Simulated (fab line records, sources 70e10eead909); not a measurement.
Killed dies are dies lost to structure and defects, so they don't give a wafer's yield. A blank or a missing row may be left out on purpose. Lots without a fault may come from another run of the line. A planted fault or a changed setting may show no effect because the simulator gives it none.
Chamber matching | flow nand_harc | NHARC_A_STAIRCASE_STRIP_476 on rie_diel-10: 4 sister chambers
The step strips in O2, time 20 s. 24 wafers are shown with their chamber, then 12 later ones without.

WAFERS WITH THEIR CHAMBER
wafer  | chamber | drypump_motor_current_A (A) | showerhead_plenum_p_Torr (Torr) | rf_vpp_V (V)
L076.1 | 1       | 5.2                         | 3.41                            | 57.2
L076.3 | 2       | 6.0                         | 3.33                            | 55.5
L076.4 | 0       | 6.3                         | 3.53                            | 57.9
L082.1 | 1       | 5.2                         | 3.41                            | 57.1
L082.2 | 0       | 6.3                         | 3.53                            | 56.4
L082.4 | 2       | 6.0                         | 3.32                            | 58.8
L085.1 | 3       | 5.5                         | 3.39                            | 56.6
L085.4 | 1       | 5.1                         | 3.40                            | 57.1
L085.5 | 2       | 6.0                         | 3.32                            | 57.1
L085.2 | 0       | 6.3                         | 3.52                            | 58.6
L085.3 | 2       | 6.0                         | 3.32                            | 55.9
L085.6 | 1       | 5.2                         | 3.40                            | 57.9
L086.3 | 1       | 5.2                         | 3.40                            | 58.0
L086.4 | 0       | 6.3                         | 3.52                            | 57.0
L086.5 | 3       | 5.6                         | 3.39                            | 56.9
L089.1 | 1       | 5.2                         | 3.39                            | 56.2
L089.2 | 0       | 6.3                         | 3.51                            | 58.3
L089.3 | 2       | 6.0                         | 3.31                            | 58.7
L088.1 | 0       | 6.3                         | 3.51                            | 56.6
L088.4 | 2       | 5.9                         | 3.31                            | 57.0
L088.5 | 2       | 6.0                         | 3.31                            | 56.2
L092.1 | 0       | 6.3                         | 3.51                            | 58.9
L092.2 | 3       | 5.6                         | 3.38                            | 56.7
L092.3 | 2       | 6.0                         | 3.30                            | 57.0

SIGNATURES (means of the wafers above)
reading                  | chamber 0 | chamber 1 | chamber 2 | chamber 3 | scatter within a chamber
drypump_motor_current_A  | 6.300     | 5.183     | 5.987     | 5.567     | 0.0345
showerhead_plenum_p_Torr | 3.5186    | 3.4017    | 3.3150    | 3.3867    | 0.00847
rf_vpp_V                 | 57.671    | 57.250    | 57.025    | 56.733    | 0.96
Rule: a wafer's distance from a chamber is the root of the sum, over the readings, of the square of ((its reading less the chamber's mean) divided by the reading's scatter). The wafer belongs to the nearest chamber; if the next one is less than 2 further off, it can't be placed. The scatter: the root of (the sum of the squares of (reading less its chamber's mean) over the shown wafers, divided by (wafers less chambers)).

WAFERS WITHOUT THEIR CHAMBER
wafer  | drypump_motor_current_A (A) | showerhead_plenum_p_Torr (Torr) | rf_vpp_V (V)
L092.4 | 5.2                         | 3.39                            | 57.0
L092.5 | 5.5                         | 3.38                            | 57.2
L092.6 | 6.3                         | 3.51                            | 58.5
L091.1 | 5.6                         | 3.38                            | 57.8
L091.2 | 6.0                         | 3.30                            | 57.9
L091.3 | 5.2                         | 3.39                            | 59.0
L091.4 | 6.3                         | 3.51                            | 56.1
L091.5 | 6.3                         | 3.51                            | 57.8
L091.6 | 5.6                         | 3.38                            | 56.2
L094.4 | 5.9                         | 3.30                            | 57.2
L094.5 | 5.5                         | 3.38                            | 58.4
L094.6 | 6.3                         | 3.50                            | 57.7

WHICH CHAMBER EACH WENT THROUGH
wafer  | from the rows above | in truth
L092.4 | 1                   | 1
L092.5 | 3                   | 3
L092.6 | 0                   | 0
L091.1 | 3                   | 3
L091.2 | 2                   | 2
L091.3 | 1                   | 1
L091.4 | 0                   | 0
L091.5 | 0                   | 0
L091.6 | 3                   | 3
L094.4 | 2                   | 2
L094.5 | 3                   | 3
L094.6 | 0                   | 0
Placed correctly: 12 of 12. Can't be placed from these rows: 0. Placed wrongly: 0.
